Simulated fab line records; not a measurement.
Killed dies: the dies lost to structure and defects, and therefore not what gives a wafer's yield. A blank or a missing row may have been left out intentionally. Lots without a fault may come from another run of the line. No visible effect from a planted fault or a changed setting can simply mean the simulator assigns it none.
Matching of chambers | flow n5Finfet | rieSi-05 running N5_FIN_CUT_CUT_ETCH_28: 4 sister chambers
The step etches Si in HBr/Cl2/O2, target depth 6 nm, time 2.4 s. 7 wafers are shown with their chamber, then 9 later ones without.

WAFERS PAIRED WITH THEIR CHAMBERS
wafer  | chamber | drypumpMotorCurrentA (A) | throttleValvePct (%)
L081.5 | 1       | 5.7                      | 37.38
L083.4 | 3       | 6.0                      | 37.32
L083.6 | 3       | 6.0                      | 37.32
L084.3 | 0       | 6.4                      | 37.51
L088.2 | 2       | 5.9                      | 37.34
L088.4 | 0       | 6.4                      | 37.52
L088.5 | 2       | 6.0                      | 37.36

WAFERS WITH NO CHAMBER GIVEN
wafer  | drypumpMotorCurrentA (A) | throttleValvePct (%)
L090.1 | 5.9                      | 37.34
L090.3 | 5.7                      | 37.41
L090.5 | 6.4                      | 37.50
L093.1 | 6.0                      | 36.74
L093.2 | 6.4                      | 37.54
L093.3 | 5.7                      | 37.42
L093.4 | 5.9                      | 37.35
L093.5 | 6.0                      | 36.75
L093.6 | 5.9                      | 37.35

CHAMBER TAKEN BY EACH
wafer  | from the rows above     | in truth
L090.1 | can't be placed: 2 or 3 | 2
L090.3 | 1                       | 1
L090.5 | 0                       | 0
L093.1 | 3                       | 3
L093.2 | 0                       | 0
L093.3 | 1                       | 1
L093.4 | 2                       | 2
L093.5 | 3                       | 3
L093.6 | 2                       | 2
8 of 9 placed correctly. From these rows, 1 cannot be placed; in 1 the true chamber is one of the candidates. 0 placed wrongly.
How it was worked out, from the rows above alone: a wafer's distance from a chamber is the root of the sum, over the readings, of the square of ((its reading less the chamber's mean) divided by the reading's scatter). The wafer belongs to the nearest chamber; if the next one is less than 2 further off, it can't be placed. A chamber's mean is the mean of its shown wafers. How the scatter is found: for the shown wafers, subtract from each reading the mean of its chamber, square and add these, divide the total by (wafers less chambers), then take the root.
